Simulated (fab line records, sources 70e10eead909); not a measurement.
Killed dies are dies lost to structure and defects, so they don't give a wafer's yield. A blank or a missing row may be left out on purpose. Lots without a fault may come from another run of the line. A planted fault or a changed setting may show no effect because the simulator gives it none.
Problem report in the 8D (eight disciplines) form, filled by code | flow nand_harc | the parts of the form that need people (team, actions taken, sign-off) are left out

1. THE PROBLEM
thk_nm at NHARC_A_DECK1_JOINT_THK_MEAS_17 reads a mean of 70.5 nm on 6 wafers of 2 lots; wafers without a fault read 44.8 nm with a standard deviation of 1.1. That is +23 standard deviations from the usual mean.
The step: measures by ellipsometry.
First seen on wafer L957.2, day 16 13:00, on film_metro-01. The record holds 36 wafers of 12 lots with a number at this step. Rule for "out", or "out of limits": more than 4 standard deviations from the usual mean. The other wafers with a number count as sound.

2. WHAT IT IS AND WHAT IT IS NOT
question                    | is                     | is not
which readings at this step | thk_nm                 | -
which lots                  | L957, L959             | L948, L961, L963, L964, L965, L966, L967, L968, L969, L971
which wafers of those lots  | all that have a number | -
read on which gauges        | film_metro-01          | film_metro-02
when                        | from day 16 13:00      | up to then (3 sound wafers); but 27 sound wafers of L961, L963, L964, L965, L966, L967, L968, L969, L971 came after

3. SUSPECTS, AND WHAT RULES EACH OUT
Counting: a tool at a process step up to the reading stays a suspect if it ran every lot that is out and no sound lot after the first of them.
- the gauge at NHARC_A_DECK1_JOINT_THK_MEAS_17: ruled out. All the wafers that are out were read on film_metro-01, but those of them that NHARC_A_DECK1_JOINT_DEP_16 has rows for are out there too, on other tools.
- ald_hk-04 at NHARC_A_CHANNEL_FILL_D1_ALD_14 (deposits SiO2, target thk 2.5 nm, pulse time 10 s, ald cycles 25): ruled out as a lasting fault. Sound lots L961, L964, L971 ran on it after its first lot that is out, L957 (day 13 02:58).
- ald_hk-01 at NHARC_A_CHANNEL_FILL_D1_ALD_25 (deposits SiOx, target thk 60 nm, pulse time 10 s, ald cycles 600): ruled out as a lasting fault. Sound lots L963, L965, L968 ran on it after its first lot that is out, L957 (day 14 12:28).
- pecvd-04 at NHARC_A_DECK1_JOINT_DEP_16 (deposits SiO2, target thk 45 nm): ruled out as a lasting fault. Sound lots L967, L969 ran on it after its first lot that is out, L957 (day 16 12:43).
Left after counting: nothing in the record.

4. THE CAUSE (what the simulator had put in)
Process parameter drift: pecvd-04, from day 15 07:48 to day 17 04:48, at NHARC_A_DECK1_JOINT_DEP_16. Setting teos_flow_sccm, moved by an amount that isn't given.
Counting ruled it out, wrongly: the rule takes a fault to strike every lot that its tool runs from its start on, and this one did not.

5. THE CHAIN OF EFFECTS, in route order
Each row: a reading whose mean over the struck wafers that have a number lies more than 3 standard deviations from the usual. Only readings for which the record gives a usual standard deviation are gone through. hours: the time from each lot's start at the first step in this table that gives one to its start at this step, as a median over the lots. sigmas: the change in usual standard deviations.
hours | step                            | reading            | usual      | on struck wafers | change | sigmas
0     | NHARC_A_DECK1_JOINT_DEP_16      | mfc_precursor_sccm | 161.4 sccm | 254.0            | +92.6  | +99 or more
0     | NHARC_A_DECK1_JOINT_THK_MEAS_17 | thk_nm             | 44.8 nm    | 70.5             | +25.7  | +23
The process steps in it:
- NHARC_A_DECK1_JOINT_DEP_16: deposits SiO2, target thk 45 nm.

6. WHAT WOULD HAVE CAUGHT IT SOONER
In this record the first reading out of limits at a measuring or inspecting step was taken at day 16 13:00, 29 hours after the fault began at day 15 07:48.
The tool's own readings at NHARC_A_DECK1_JOINT_DEP_16 were out on every struck wafer that the step has a row for (mfc_precursor_sccm): an alarm limit on them would have fired on the first of those.
